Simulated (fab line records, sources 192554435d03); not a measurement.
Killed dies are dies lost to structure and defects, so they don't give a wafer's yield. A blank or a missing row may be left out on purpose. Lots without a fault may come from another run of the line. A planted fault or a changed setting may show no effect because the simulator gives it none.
Chamber matching | flow n5_finfet | N5_BEOL_M7_CURE_75 on uv_cure-02: 3 sister chambers
The step cures SiCOH lowk, time 120 s. 3 wafers are shown with their chamber, then 9 later ones without.

WAFERS WITH THEIR CHAMBER
wafer  | chamber | wafer_temp_C_max
L079.6 | 0       | 372.2
L082.6 | 2       | 371.4
L088.6 | 1       | 371.7

WAFERS WITHOUT THEIR CHAMBER
wafer  | wafer_temp_C_max
L092.1 | 371.8
L092.2 | 371.8
L092.3 | 371.4
L092.4 | 371.5
L092.5 | 371.0
L092.6 | 371.0
L096.3 | 372.0
L096.5 | 372.0
L096.6 | 371.5

WHICH CHAMBER EACH WENT THROUGH
wafer  | from the rows above          | in truth
L092.1 | can't be placed: 1 or 0 or 2 | 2
L092.2 | can't be placed: 1 or 0 or 2 | 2
L092.3 | can't be placed: 2 or 1      | 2
L092.4 | can't be placed: 2 or 1      | 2
L092.5 | can't be placed: 2 or 1      | 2
L092.6 | can't be placed: 2 or 1      | 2
L096.3 | can't be placed: 0 or 1 or 2 | 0
L096.5 | can't be placed: 0 or 1 or 2 | 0
L096.6 | can't be placed: 2 or 1      | 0
Placed correctly: 0 of 9. Can't be placed from these rows: 9 (the true chamber is among the candidates in 8). Placed wrongly: 0.
How it was worked out, from the rows above alone: a wafer's distance from a chamber is the root of the sum, over the readings, of the square of ((its reading less the chamber's mean) divided by the reading's scatter). The wafer belongs to the nearest chamber; if the next one is less than 2 further off, it can't be placed. A chamber's mean is the mean of its shown wafers. The scatter: with one shown wafer a chamber, the root of the mean of the squares of how far each hidden wafer lies from its nearest shown one.
